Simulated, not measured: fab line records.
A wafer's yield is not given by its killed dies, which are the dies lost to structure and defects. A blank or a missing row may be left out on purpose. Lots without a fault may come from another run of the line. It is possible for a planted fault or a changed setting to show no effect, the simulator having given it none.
Which tool was responsible?    flow nand_harc    14 lots (42 wafers sampled), 1 step of a 1302-step route

WHAT THE GAUGES READ, wafer by wafer
NHARC_P_GATE_OVL_MEAS_27.
lot   measured      on          overlay_x_nm (nm)  overlay_y_nm (nm)
L126  day 5 08:32   overlay-02  -1.5 -1.4 -1.2     -0.2 0.1 0.0
L127  day 5 18:26   overlay-01  1.0 1.0 1.3        0.1 0.4 -0.1
L128  day 6 07:45   overlay-01  0.2 -0.7 -0.7      -0.1 -0.5 -0.5
L129  day 6 19:35   overlay-01  0.8 0.5 0.7        0.1 -0.1 -0.2
L131  day 7 11:24   overlay-01  0.0 0.5 1.4        -0.9 -0.9 -0.7
L133  day 8 10:35   overlay-01  -1.5 -0.7 -1.1     -0.8 -0.7 -1.1
L134  day 8 17:28   overlay-01  0.0 -0.8 -0.2      0.5 0.4 -0.2
L135  day 9 08:38   overlay-01  1.6 1.4 1.3        0.4 0.1 0.7
L136  day 9 13:23   overlay-01  -0.2 -0.6 -0.7     0.2 0.2 -0.2
L143  day 12 12:53  overlay-01  0.5 0.6 0.2        -1.4 -1.8 -1.7
L145  day 13 10:14  overlay-01  -0.1 -0.8 -0.3     1.1 1.3 2.1
L146  day 13 15:18  overlay-02  -1.0 -1.3 -0.8     -1.9 -2.0 -2.2
L147  day 14 09:13  overlay-02  -0.2 0.4 -0.3      0.3 0.2 0.0
L148  day 14 10:35  overlay-02  0.9 1.3 0.9        -0.3 0.0 -0.3

WHICH TOOL RAN EACH LOT (tool, then ch and the chambers of the sampled wafers, then the start)
The record shows no process step preceding these readings.

WHAT THE TOOLS THEMSELVES READ (means of the sampled wafers that have a number; where no wafer has one, the mark that the record gives instead)
The record holds no such reading with a usual standard deviation.

THE ANSWER, worked out from the rows above alone
Rule: usual is defined by the lots themselves. The widest of any qualifying gaps counts: lots, ordered by their means at a reading, are off when they make up no more than a third of the lots, leave a main group of 4 or more, and stand apart from it by 3 or more times the standard deviation of that group's means. Not used: any main group whose means are identical at the precision the tables above print for the reading. Also off: a lot with no number at a reading for which 4 or more lots have one. The other lots that the step has rows for count as sound. First the gauges in route order, then the tools' own readings, where a lot's mean is used as printed above. The first step at which some lot is off is used, and at that step the reading that is off furthest; a lot without a number counts as furthest.
Across all readings shown, no lot is off: no conclusion can be drawn from this.

WHAT THE SIMULATOR HAD PUT IN
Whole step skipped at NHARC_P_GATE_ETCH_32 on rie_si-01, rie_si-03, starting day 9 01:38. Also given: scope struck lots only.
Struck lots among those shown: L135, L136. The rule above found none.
